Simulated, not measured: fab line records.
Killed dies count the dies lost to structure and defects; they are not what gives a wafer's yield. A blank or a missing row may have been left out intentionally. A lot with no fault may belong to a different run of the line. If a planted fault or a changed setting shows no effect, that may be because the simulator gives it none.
fab line records | flow n5Finfet
[record] lots = 7 | wafers = 21 | lastDay = 17
route steps=1938 shown BEOL_M3@996 BEOL_M4@1111 PASSIVATION@1936
lots untouched by any fault: they come from a run of this same line in which no faults occurred
startH: start of the lot's first displayed wafer, in hours after the record's first day | waitH: hours from the lot's prior step to this one | " unchanged from the row above | L1.1+2: a row that stands for several wafers | - either no value or no given start | * or withheld: withheld | < > ~ a bound
route shown NAME@n: NAME is a module with steps in the file, n the number in the route of the first one | usual: mean and standard deviation over wafers with no fault | same: alike in all rows | chamber/n: place in a boat | sites: readings site by site | _std_site: the standard deviation of these | _edge_site: the outer-site mean with the inner-site mean subtracted | radiusMm: how far each site lies from the wafer's centre | mask NAME#n: copy n | behind: the last tool/chamber to shape the wafer | hold: why the lot was held/for how many hours/how that ended | device: the transistor (n, p or np) that didn't switch | end of line: the same wafers' tests at the end of the route | where a step has no rows: the recipe by itself | killed: not the wafer's yield, but the dies lost to structure and defects at the first sort | map: a wafer's dies, x killed, . not, _ none there
set.NAME: the setting that was run; set.NAME@STEP: the one run at that earlier step | model.NAME: the simulator's own value behind a step, which no gauge read
lots at selected steps of the route; one table per step, one row per wafer
[[steps]]
[step N5_BEOL_M3_SPUTTER_79]
[recipe] material = Cu | targetThkA = 45 | tempC = -20 | chamberPressurePa = 0.07 | powerW = withheld | timeS = 8.29
[usual] chamberPressurePa = 0.07001/0.00013 | chuckGasFlowSccm = 1.26/0.051 | throttleValvePct = 29.7/0.92
lot.wafer | tool          | chamber | startH | waitH | chamberPressurePa | chuckGasFlowSccm | throttleValvePct
L337.1    | pvdSputter-01 | -       | 174.95 | 0.1   | 0.07003           | 1.30             | 30.5
L337.4    | "             | -       | "      | "     | 0.07002           | 1.20             | 28.6
L337.6    | "             | -       | "      | "     | 0.07015           | 1.18             | 30.6
L343.1    | pvdSputter-02 | -       | 205.91 | 0.1   | 0.07006           | 1.23             | 31.4
L343.3    | "             | -       | "      | "     | 0.07002           | 1.26             | 29.5
L343.6    | "             | -       | "      | "     | 0.07003           | 1.29             | 31.1
L344.2    | pvdSputter-03 | -       | 216.86 | 0.1   | 0.06994           | 1.28             | 27.8
L344.4    | "             | -       | "      | "     | 0.07025           | 1.27             | 29.6
L344.6    | "             | -       | "      | "     | 0.07018           | 1.29             | 29.8
L345.2    | pvdSputter-03 | -       | 224.18 | 0.1   | 0.06979           | 1.26             | 29.7
L345.3    | "             | -       | "      | "     | 0.06992           | 1.31             | 30.8
L345.6    | "             | -       | "      | "     | 0.06979           | 1.34             | 29.7
L350.1    | pvdSputter-02 | -       | 245.56 | 0.1   | 0.07019           | 1.23             | 29.1
L350.4    | "             | -       | "      | "     | 0.07022           | 1.24             | 29.7
L350.6    | "             | -       | "      | "     | 0.07014           | 1.29             | 30.8
L351.1    | pvdSputter-02 | -       | 251.39 | 0.1   | 0.06994           | 1.31             | 31.1
L351.3    | "             | -       | "      | "     | 0.07003           | 1.23             | 29.3
L351.6    | "             | -       | "      | "     | 0.06988           | 1.34             | 29.9
L356.1    | pvdSputter-02 | -       | 286.42 | 0.1   | 0.06999           | 1.29             | 29.1
L356.5    | "             | -       | "      | "     | 0.06998           | 1.29             | 29.2
L356.6    | "             | -       | "      | "     | 0.06996           | 1.34             | 29.8
[step N5_BEOL_M3_ANNEAL_80]
[recipe] tempC = 400 | timeS = 240 | ambient = vacuum
[usual] heaterPowerW = 800/100
lot.wafer | tool          | chamber | startH | waitH | heaterPowerW
L337.1    | pvdSputter-01 | -       | 175.03 | 0.0   | 744
L337.4    | "             | -       | "      | "     | 862
L337.6    | "             | -       | "      | "     | 764
L343.1    | pvdSputter-02 | -       | 205.99 | 0.0   | 721
L343.3    | "             | -       | "      | "     | 717
L343.6    | "             | -       | "      | "     | 702
L344.2    | pvdSputter-03 | -       | 216.94 | 0.0   | 1061
L344.4    | "             | -       | "      | "     | 775
L344.6    | "             | -       | "      | "     | 877
L345.2    | pvdSputter-03 | -       | 224.26 | 0.0   | 878
L345.3    | "             | -       | "      | "     | 729
L345.6    | "             | -       | "      | "     | 855
L350.1    | pvdSputter-02 | -       | 245.64 | 0.0   | 716
L350.4    | "             | -       | "      | "     | 693
L350.6    | "             | -       | "      | "     | 698
L351.1    | pvdSputter-02 | -       | 251.47 | 0.0   | 705
L351.3    | "             | -       | "      | "     | 872
L351.6    | "             | -       | "      | "     | 710
L356.1    | pvdSputter-02 | -       | 286.50 | 0.0   | 883
L356.5    | "             | -       | "      | "     | 899
L356.6    | "             | -       | "      | "     | 686
[step N5_BEOL_M3_SPUTTER_81]
[recipe] material = Cu | targetThkA = 45 | tempC = -20 | chamberPressurePa = 0.07 | powerW = withheld | timeS = 8.29
[step N5_BEOL_M3_ANNEAL_82]
[recipe] tempC = 400 | timeS = 240 | ambient = vacuum
[step N5_BEOL_M3_SPUTTER_86]
[recipe] material = Cu | targetThkA = 45 | tempC = -20 | chamberPressurePa = 0.07 | powerW = withheld | timeS = 8.29
[step N5_BEOL_M3_ANNEAL_87]
[recipe] tempC = 400 | timeS = 240 | ambient = vacuum
[step N5_BEOL_M3_SPUTTER_88]
[recipe] material = Cu | targetThkA = 45 | tempC = -20 | chamberPressurePa = 0.07 | powerW = withheld | timeS = 8.29
[usual] chamberPressurePa = 0.06998/0.00013 | chuckGasFlowSccm = 1.26/0.052 | throttleValvePct = 29.7/0.91
lot.wafer | tool          | chamber | startH | waitH | chamberPressurePa | chuckGasFlowSccm | throttleValvePct
L337.1    | pvdSputter-01 | -       | 175.61 | 0.1   | 0.07004           | 1.23             | 30.8
L337.4    | "             | -       | "      | "     | 0.06992           | 1.26             | 28.6
L337.6    | "             | -       | "      | "     | 0.06999           | 1.29             | 30.7
L343.1    | pvdSputter-02 | -       | 206.57 | 0.1   | 0.0698            | 1.37             | 31.2
L343.3    | "             | -       | "      | "     | 0.06987           | 1.17             | 29.8
L343.6    | "             | -       | "      | "     | 0.06986           | 1.27             | 30.9
L344.2    | pvdSputter-03 | -       | 217.52 | 0.1   | 0.06999           | 1.35             | 27.5
L344.4    | "             | -       | "      | "     | 0.06975           | 1.36             | 29.8
L344.6    | "             | -       | "      | "     | 0.06998           | 1.26             | 30.2
L345.2    | pvdSputter-03 | -       | 224.84 | 0.1   | 0.07015           | 1.24             | 29.6
L345.3    | "             | -       | "      | "     | 0.06989           | 1.32             | 30.4
L345.6    | "             | -       | "      | "     | 0.07008           | 1.24             | 29.5
L350.1    | pvdSputter-02 | -       | 246.22 | 0.1   | 0.07001           | 1.26             | 28.5
L350.4    | "             | -       | "      | "     | 0.06988           | 1.24             | 29.9
L350.6    | "             | -       | "      | "     | 0.06987           | 1.25             | 31.0
L351.1    | pvdSputter-02 | -       | 252.05 | 0.1   | 0.06988           | 1.37             | 31.0
L351.3    | "             | -       | "      | "     | 0.07009           | 1.32             | 29.0
L351.6    | "             | -       | "      | "     | 0.07004           | 1.25             | 29.7
L356.1    | pvdSputter-02 | -       | 287.08 | 0.1   | 0.06989           | 1.30             | 29.2
L356.5    | "             | -       | "      | "     | 0.06987           | 1.23             | 28.8
L356.6    | "             | -       | "      | "     | 0.07021           | 1.27             | 29.6
[step N5_BEOL_M3_ANNEAL_89]
[recipe] tempC = 400 | timeS = 240 | ambient = vacuum
[step N5_BEOL_M3_SPUTTER_90]
[recipe] material = Cu | targetThkA = 45 | tempC = -20 | chamberPressurePa = 0.07 | powerW = withheld | timeS = 8.29
[step N5_BEOL_M3_ANNEAL_91]
[recipe] tempC = 400 | timeS = 240 | ambient = vacuum
[step N5_BEOL_M3_SPUTTER_92]
[recipe] material = Cu | targetThkA = 45 | tempC = -20 | chamberPressurePa = 0.07 | powerW = withheld | timeS = 8.29
[usual] chamberPressurePa = 0.06999/0.00013 | chuckGasFlowSccm = 1.26/0.048 | throttleValvePct = 29.7/0.9
lot.wafer | tool          | chamber | startH | waitH | chamberPressurePa | chuckGasFlowSccm | throttleValvePct
L337.1    | pvdSputter-01 | -       | 176.05 | 0.1   | 0.07014           | 1.24             | 30.4
L337.4    | "             | -       | "      | "     | 0.06985           | 1.26             | 28.7
L337.6    | "             | -       | "      | "     | 0.07024           | 1.25             | 30.9
L343.1    | pvdSputter-02 | -       | 207.01 | 0.1   | 0.06993           | 1.27             | 31.1
L343.3    | "             | -       | "      | "     | 0.06986           | 1.22             | 29.7
L343.6    | "             | -       | "      | "     | 0.07002           | 1.26             | 31.3
L344.2    | pvdSputter-03 | -       | 217.96 | 0.1   | 0.0699            | 1.31             | 27.7
L344.4    | "             | -       | "      | "     | 0.06996           | 1.20             | 29.4
L344.6    | "             | -       | "      | "     | 0.06995           | 1.22             | 29.7
L345.2    | pvdSputter-03 | -       | 225.28 | 0.1   | 0.06984           | 1.30             | 29.4
L345.3    | "             | -       | "      | "     | 0.07006           | 1.30             | 30.6
L345.6    | "             | -       | "      | "     | 0.06989           | 1.23             | 29.7
L350.1    | pvdSputter-02 | -       | 246.66 | 0.1   | 0.06988           | 1.28             | 28.6
L350.4    | "             | -       | "      | "     | 0.07003           | 1.31             | 29.7
L350.6    | "             | -       | "      | "     | 0.07003           | 1.32             | 31.0
L351.1    | pvdSputter-02 | -       | 252.49 | 0.1   | 0.07002           | 1.33             | 31.0
L351.3    | "             | -       | "      | "     | 0.06997           | 1.42             | 29.0
L351.6    | "             | -       | "      | "     | 0.06981           | 1.23             | 29.6
L356.1    | pvdSputter-02 | -       | 287.52 | 0.1   | 0.0699            | 1.27             | 29.1
L356.5    | "             | -       | "      | "     | 0.07017           | 1.32             | 29.2
L356.6    | "             | -       | "      | "     | 0.0699            | 1.32             | 29.6
[step N5_BEOL_M3_ANNEAL_93]
[recipe] tempC = 400 | timeS = 240 | ambient = vacuum
[step N5_BEOL_M3_SPUTTER_94]
[recipe] material = Cu | targetThkA = 45 | tempC = -20 | chamberPressurePa = 0.07 | powerW = withheld | timeS = 8.29
[usual] chamberPressurePa = 0.06998/0.00013 | chuckGasFlowSccm = 1.27/0.055 | throttleValvePct = 29.7/0.92
lot.wafer | tool          | chamber | startH | waitH | chamberPressurePa | chuckGasFlowSccm | throttleValvePct
L337.1    | pvdSputter-01 | -       | 176.27 | 0.1   | 0.07019           | 1.41             | 30.7
L337.4    | "             | -       | "      | "     | 0.06996           | 1.11             | 28.6
L337.6    | "             | -       | "      | "     | 0.06993           | 1.28             | 30.3
L343.1    | pvdSputter-02 | -       | 207.23 | 0.1   | -                 | -                | -
L343.3    | "             | -       | "      | "     | -                 | -                | -
L343.6    | "             | -       | "      | "     | -                 | -                | -
L344.2    | pvdSputter-03 | -       | 218.18 | 0.1   | -                 | -                | -
L344.4    | "             | -       | "      | "     | -                 | -                | -
L344.6    | "             | -       | "      | "     | -                 | -                | -
L345.2    | pvdSputter-03 | -       | 225.50 | 0.1   | -                 | -                | -
L345.3    | "             | -       | "      | "     | -                 | -                | -
L345.6    | "             | -       | "      | "     | -                 | -                | -
L350.1    | pvdSputter-02 | -       | 246.88 | 0.1   | 0.06997           | 1.27             | 28.7
L350.4    | "             | -       | "      | "     | 0.07005           | 1.18             | 29.4
L350.6    | "             | -       | "      | "     | 0.07032           | 1.29             | 31.1
L351.1    | pvdSputter-02 | -       | 252.71 | 0.1   | 0.06987           | 1.28             | 31.2
L351.3    | "             | -       | "      | "     | 0.06999           | 1.25             | 29.0
L351.6    | "             | -       | "      | "     | 0.07006           | 1.24             | 29.8
L356.1    | pvdSputter-02 | -       | 287.74 | 0.1   | 0.06977           | 1.25             | 29.0
L356.5    | "             | -       | "      | "     | 0.07002           | 1.19             | 29.0
L356.6    | "             | -       | "      | "     | 0.07003           | 1.29             | 29.6
[step N5_BEOL_M3_ANNEAL_95]
[recipe] tempC = 400 | timeS = 240 | ambient = vacuum
[usual] heaterPowerW = 798/100
lot.wafer | tool          | chamber | startH | waitH | heaterPowerW
L337.1    | pvdSputter-01 | -       | 176.35 | 0.0   | 742
L337.4    | "             | -       | "      | "     | 842
L337.6    | "             | -       | "      | "     | 763
L343.1    | pvdSputter-02 | -       | 207.31 | 0.0   | 694
L343.3    | "             | -       | "      | "     | 686
L343.6    | "             | -       | "      | "     | 713
L344.2    | pvdSputter-03 | -       | 218.26 | 0.0   | 1044
L344.4    | "             | -       | "      | "     | 770
L344.6    | "             | -       | "      | "     | 871
L345.2    | pvdSputter-03 | -       | 225.58 | 0.0   | 845
L345.3    | "             | -       | "      | "     | 761
L345.6    | "             | -       | "      | "     | 874
L350.1    | pvdSputter-02 | -       | 246.96 | 0.0   | 706
L350.4    | "             | -       | "      | "     | 694
L350.6    | "             | -       | "      | "     | 700
L351.1    | pvdSputter-02 | -       | 252.79 | 0.0   | 693
L351.3    | "             | -       | "      | "     | 874
L351.6    | "             | -       | "      | "     | 700
L356.1    | pvdSputter-02 | -       | 287.82 | 0.0   | 868
L356.5    | "             | -       | "      | "     | 875
L356.6    | "             | -       | "      | "     | 714
[step N5_BEOL_M4_RC_MEAS_101]
[usual] DIBL_N = 36.7/2.4 | DIBL_P = 37.4/2.9 | IOFF_N = 0.18/0.05 | IOFF_P = 0.23/0.058 | ION_N = 683/16 | ION_P = 467/11 | SS_N = 71.7/0.77 | SS_P = 73.5/0.87 | VT_N = 249/4.3 | VT_P = -250/4.4
lot.wafer | tool      | chamber | startH | waitH | DIBL_N[mV/V] | DIBL_P[mV/V] | IOFF_N[nA/um] | IOFF_P[nA/um] | ION_N[uA/um] | ION_P[uA/um] | SS_N[mV/dec] | SS_P[mV/dec] | VT_N[mV] | VT_P[mV]
L337.1    | prober-01 | 0       | 190.35 | 0.0   | 36.2         | 35.5         | 0.15          | 0.18          | 672          | 460          | 71.6         | 72.8         | 251      | -253
L337.4    | "         | 0       | "      | "     | 33.7         | 31.3         | 0.10          | 0.13          | 630          | 433          | 71.2         | 72.3         | 261      | -259
L337.6    | "         | 0       | "      | "     | 34.1         | 33.4         | 0.13          | 0.16          | 696          | 468          | 70.8         | 72.5         | 250      | -254
L343.1    | prober-01 | 0       | 224.21 | 0.0   | 35.2         | 34.6         | 0.12          | 0.15          | 669          | 453          | 71.3         | 72.5         | 255      | -260
L343.3    | "         | 0       | "      | "     | 36.8         | 37.6         | 0.15          | 0.18          | 673          | 454          | 71.0         | 72.8         | 249      | -256
L343.6    | "         | 0       | "      | "     | 38.6         | 39.5         | 0.20          | 0.21          | 700          | 474          | 71.6         | 74.0         | 246      | -253
L344.2    | prober-01 | 0       | 227.88 | 0.2   | 34.2         | 33.1         | 0.12          | 0.16          | 663          | 450          | 70.7         | 71.7         | 252      | -256
L344.4    | "         | 0       | "      | "     | 41.9         | 42.7         | 0.29          | 0.32          | 713          | 482          | 72.8         | 75.6         | 244      | -245
L344.6    | "         | 0       | "      | "     | 38.9         | 40.5         | 0.22          | 0.27          | 702          | 475          | 72.2         | 73.4         | 242      | -251
L345.2    | prober-02 | 0       | 235.38 | 0.2   | 38.4         | 38.5         | 0.19          | 0.26          | 688          | 470          | 71.4         | 73.9         | 244      | -246
L345.3    | "         | 0       | "      | "     | 36.6         | 36.0         | 0.14          | 0.21          | 675          | 462          | 71.2         | 72.9         | 253      | -248
L345.6    | "         | 0       | "      | "     | 35.2         | 33.8         | 0.13          | 0.19          | 677          | 468          | 70.9         | 73.2         | 252      | -251
L350.1    | prober-02 | 0       | 259.90 | 0.0   | 35.4         | 37.9         | 0.16          | 0.23          | 691          | 478          | 71.3         | 73.9         | 251      | -249
L350.4    | "         | 0       | "      | "     | 38.4         | 41.0         | 0.21          | 0.27          | 692          | 470          | 71.8         | 73.8         | 248      | -248
L350.6    | "         | 0       | "      | "     | 34.6         | 37.0         | 0.14          | 0.21          | 663          | 463          | 70.9         | 73.5         | 253      | -249
L351.1    | prober-01 | 0       | 266.77 | 0.0   | 35.3         | 35.9         | 0.15          | 0.21          | 696          | 476          | 71.9         | 73.1         | 250      | -250
L351.3    | "         | 0       | "      | "     | 35.1         | 34.6         | 0.14          | 0.19          | 664          | 447          | 70.7         | 73.4         | 251      | -250
L351.6    | "         | 0       | "      | "     | 33.3         | 31.6         | 0.11          | 0.15          | 679          | 462          | 71.1         | 72.3         | 256      | -257
L356.1    | prober-02 | 0       | 300.75 | 0.0   | 39.2         | 41.2         | 0.25          | 0.27          | 742          | 491          | 72.1         | 73.9         | 240      | -246
L356.5    | "         | 0       | "      | "     | 35.5         | 35.9         | 0.14          | 0.17          | 669          | 446          | 70.9         | 72.1         | 249      | -254
L356.6    | "         | 0       | "      | "     | 38.0         | 39.7         | 0.21          | 0.23          | 699          | 470          | 71.5         | 73.7         | 247      | -252
[step N5_PASSIVATION_PROBE_49]
[usual] defectLimitedYield = 91.4/1.6 | killed_at_M0_to_M3 = 31/11 | killed_at_M4_up = 14/5.7 | killedAtContacts = 12/6 | killedAtFrontEnd = 41/13 | killedAtOther = 3.3/2.8 | killedDies = 101/19 | killedOpen = 67/14 | killedShort = 33/8.2 | sort_bin_4_leakage = 0.0/0.37 | sort_bin_5_function = 5.0/1.1 | sort_bin_6_memory = 3.3/0.74 | sort_bin_8_speed = 0.0/0.36 | sortNPass = 1078/20 | sortYieldPct = 91.3/1.7
[same] grossDies = 1180 | killedAtBackSide = 0
lot.wafer | tool      | chamber | startH | waitH | defectLimitedYield[%] | killed_at_M0_to_M3 | killed_at_M4_up | killedAtContacts | killedAtFrontEnd | killedAtOther | killedDies | killedOpen | killedShort | sort_bin_4_leakage[%] | sort_bin_5_function[%] | sort_bin_6_memory[%] | sort_bin_8_speed[%] | sortNPass | sortYieldPct[%]
L337.1    | prober-02 | -       | 295.69 | 0.0   | 90.9                  | 37                 | 16              | 8                | 42               | 4             | 107        | 68         | 39          | 0                     | 6.1                    | 2.5                  | 0                   | 1073      | 90.9
L337.4    | prober-02 | -       | 295.84 | 0.2   | 92.7                  | 18                 | 18              | 13               | 32               | 5             | 86         | 62         | 24          | 0                     | 4.2                    | 3.0                  | 4.3                 | 1043      | 88.4
L337.6    | prober-02 | -       | 295.94 | 0.3   | 92.5                  | 18                 | 14              | 6                | 48               | 3             | 89         | 56         | 30          | 0                     | 4.2                    | 2.7                  | 0                   | 1091      | 92.5
L343.1    | prober-01 | -       | 324.56 | 0.0   | 91.2                  | 38                 | 12              | 3                | 48               | 3             | 104        | 69         | 30          | 0                     | 5.3                    | 3.3                  | 0                   | 1076      | 91.2
L343.3    | prober-01 | -       | 324.66 | 0.1   | 90.9                  | 33                 | 9               | 5                | 58               | 2             | 107        | 58         | 43          | 0                     | 5.7                    | 3.1                  | 0                   | 1073      | 90.9
L343.6    | prober-01 | -       | 324.81 | 0.3   | 89.6                  | 37                 | 12              | 5                | 67               | 2             | 123        | 75         | 42          | 0                     | 5.9                    | 3.9                  | 0                   | 1057      | 89.6
L344.2    | prober-02 | -       | 328.50 | 0.1   | 89.7                  | 75                 | 13              | 14               | 16               | 4             | 122        | 80         | 33          | 0                     | 6.3                    | 4.1                  | 0                   | 1058      | 89.7
L344.4    | prober-02 | -       | 328.60 | 0.2   | 90.1                  | 52                 | 18              | 20               | 25               | 2             | 117        | 80         | 30          | 0.3                   | 5.6                    | 3.9                  | 0                   | 1060      | 89.8
L344.6    | prober-02 | -       | 328.70 | 0.3   | 91.0                  | 51                 | 15              | 21               | 17               | 2             | 106        | 65         | 33          | 0                     | 5.3                    | 3.2                  | 0                   | 1074      | 91.0
L345.2    | prober-02 | -       | 334.46 | 0.1   | 91.0                  | 39                 | 8               | 2                | 57               | 0             | 106        | 71         | 35          | 0                     | 5.3                    | 3.5                  | 0                   | 1074      | 91.0
L345.3    | prober-02 | -       | 334.51 | 0.1   | 90.1                  | 45                 | 14              | 11               | 46               | 1             | 117        | 76         | 33          | 0                     | 6.0                    | 3.6                  | 0                   | 1063      | 90.1
L345.6    | prober-02 | -       | 334.66 | 0.3   | 89.3                  | 54                 | 7               | 4                | 61               | 0             | 126        | 66         | 44          | 0                     | 5.9                    | 4.5                  | 0                   | 1054      | 89.3
L351.1    | prober-02 | -       | 371.67 | 0.0   | 92.5                  | 30                 | 7               | 17               | 31               | 3             | 88         | 68         | 17          | 0                     | 4.1                    | 3.1                  | 0                   | 1092      | 92.5
L351.3    | prober-02 | -       | 371.77 | 0.1   | 92.6                  | 33                 | 16              | 15               | 23               | 0             | 87         | 60         | 24          | 0                     | 5.3                    | 1.7                  | 0                   | 1093      | 92.6
L351.6    | prober-02 | -       | 371.92 | 0.3   | 92.0                  | 36                 | 13              | 12               | 32               | 1             | 94         | 58         | 29          | 0                     | 4.2                    | 3.0                  | 0                   | 1086      | 92.0
// killed by level:class
L337.1 BEOL_M0_SAQP:geometricParticle:open=18 BEOL_M0_SAQP:geometricParticle:short=12 BEOL_M4:geometricParticle:open=8 FIN_SAQP:geometricParticle:open=7 DUMMY_GATE:geometricParticle:open=6 MOL_CONTACT_COAG:geometricParticle:open=6 STI_FIN_REVEAL:geometricParticle:open=5 GATE_CUT:geometricParticle:short=5
L337.4 FIN_SAQP:geometricParticle:open=11 MOL_CONTACT_COAG:geometricParticle:open=10 BEOL_M4:geometricParticle:open=6 BEOL_M3:geometricParticle:open=5 ILD0:geometricParticle:open=4 STARTING-WAFER:geometricParticle:short=4 FIN_SAQP:geometricParticle:short=3 STI_FIN_REVEAL:geometricParticle:open=3
L337.6 STI_FIN_REVEAL:geometricParticle:open=16 FIN_SAQP:geometricParticle:short=5 STI_FIN_REVEAL:geometricParticle:short=5 MOL_CONTACT_COAG:geometricParticle:open=5 BEOL_M0_SAQP:geometricParticle:short=5 FIN_SAQP:geometricParticle:open=4 BEOL_M4:geometricParticle:open=4 BEOL_M0_SAQP:geometricParticle:open=3
L343.1 FIN_SAQP:geometricParticle:open=12 BEOL_M0_SAQP:geometricParticle:open=11 STI_FIN_REVEAL:geometricParticle:open=10 BEOL_M0_SAQP:geometricParticle:short=8 BEOL_M1:geometricParticle:open=7 FIN_SAQP:geometricParticle:short=6 BEOL_M4:geometricParticle:open=6 GATE_CUT:geometricParticle:short=4
L343.3 FIN_SAQP:geometricParticle:open=18 FIN_SAQP:geometricParticle:short=15 BEOL_M2:geometricParticle:open=9 STI_FIN_REVEAL:geometricParticle:open=8 BEOL_M0_SAQP:geometricParticle:short=8 BEOL_M3:interfaceVoidOpened=6 STI_FIN_REVEAL:geometricParticle:short=5 MOL_CONTACT_COAG:geometricParticle:open=4
L343.6 STI_FIN_REVEAL:geometricParticle:open=14 FIN_SAQP:geometricParticle:open=12 FIN_SAQP:geometricParticle:short=12 BEOL_M1:geometricParticle:open=6 BEOL_M2:geometricParticle:open=6 GATE_CUT:geometricParticle:short=6 MOL_CONTACT_COAG:geometricParticle:open=5 BEOL_M0_SAQP:geometricParticle:short=5
L344.2 BEOL_M2:geometricParticle:open=21 BEOL_M3:geometricParticle:open=15 MOL_CONTACT_COAG:geometricParticle:open=12 BEOL_M1:geometricParticle:open=11 BEOL_M3:interfaceVoidOpened=7 BEOL_M3:geometricParticle:short=6 BEOL_M2:geometricParticle:short=6 GATE_CUT:geometricParticle:short=5
L344.4 MOL_CONTACT_COAG:geometricParticle:open=18 BEOL_M1:geometricParticle:open=12 BEOL_M2:geometricParticle:open=9 BEOL_M3:geometricParticle:short=9 FIN_SAQP:geometricParticle:open=5 STI_FIN_REVEAL:geometricParticle:open=5 BEOL_M2:geometricParticle:short=5 BEOL_M7:geometricParticle:open=5
L344.6 MOL_CONTACT_COAG:geometricParticle:open=16 BEOL_M3:geometricParticle:open=10 BEOL_M2:geometricParticle:open=9 BEOL_M0_SAQP:geometricParticle:open=6 BEOL_M3:interfaceVoidOpened=6 MOL_CONTACT_COAG:geometricParticle:short=5 BEOL_M0_SAQP:geometricParticle:short=5 BEOL_M1:geometricParticle:open=5
L345.2 BEOL_M1:geometricParticle:open=12 GATE_CUT:geometricParticle:open=11 GATE_CUT:geometricParticle:short=10 BEOL_M0_SAQP:geometricParticle:open=8 FIN_SAQP:geometricParticle:short=7 STI_FIN_REVEAL:geometricParticle:open=7 BEOL_M0_SAQP:geometricParticle:short=7 FIN_SAQP:geometricParticle:open=5
L345.3 BEOL_M0_SAQP:geometricParticle:short=11 STI_FIN_REVEAL:geometricParticle:open=9 FIN_SAQP:geometricParticle:short=8 MOL_CONTACT_COAG:geometricParticle:open=8 BEOL_M1:geometricParticle:open=8 BEOL_M3:interfaceVoidOpened=8 FIN_SAQP:geometricParticle:open=7 BEOL_M3:geometricParticle:open=6
L345.6 STI_FIN_REVEAL:geometricParticle:open=15 BEOL_M3:interfaceVoidOpened=14 BEOL_M1:geometricParticle:open=10 GATE_CUT:geometricParticle:short=9 BEOL_M0_SAQP:geometricParticle:open=9 BEOL_M0_SAQP:geometricParticle:short=9 FIN_SAQP:geometricParticle:open=8 FIN_SAQP:geometricParticle:short=6
L351.1 MOL_CONTACT_COAG:geometricParticle:open=13 FIN_SAQP:geometricParticle:open=11 BEOL_M3:geometricParticle:open=10 BEOL_M1:geometricParticle:open=6 BEOL_M2:geometricParticle:open=6 MOL_CONTACT_COAG:geometricParticle:short=4 BEOL_M1:geometricParticle:short=4 STI_FIN_REVEAL:geometricParticle:open=3
L351.3 MOL_CONTACT_COAG:geometricParticle:open=11 BEOL_M3:geometricParticle:open=9 BEOL_M2:geometricParticle:open=6 BEOL_M0_SAQP:geometricParticle:short=5 BEOL_M4:geometricParticle:open=5 DUMMY_GATE:geometricParticle:open=4 MOL_CONTACT_COAG:geometricParticle:short=4 BEOL_M1:geometricParticle:open=4
L351.6 BEOL_M0_SAQP:geometricParticle:open=11 BEOL_M0_SAQP:geometricParticle:short=11 STI_FIN_REVEAL:geometricParticle:open=8 MOL_CONTACT_COAG:geometricParticle:open=7 HKMG_FIN:areaEtch=6 MOL_CONTACT_COAG:geometricParticle:short=5 BEOL_M1:geometricParticle:open=5 DUMMY_GATE:geometricParticle:open=4
[[key]]
[firstSign] step = N5_BEOL_M3_SPUTTER_94 | reading = toolRecord | direction = missing
effect none on later readings
metAt N5_BEOL_M3_SPUTTER_94
struckWafers L343.1,L343.3,L343.6,L344.2,L344.4,L344.6,L345.2,L345.3,L345.6
[fault] kind = skippedStepWhole | tool = pvdSputter-02,pvdSputter-03 | chamber = - | onsetH = 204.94 | steps = N5_BEOL_M3_SPUTTER_94 | scope = struckLotsOnly
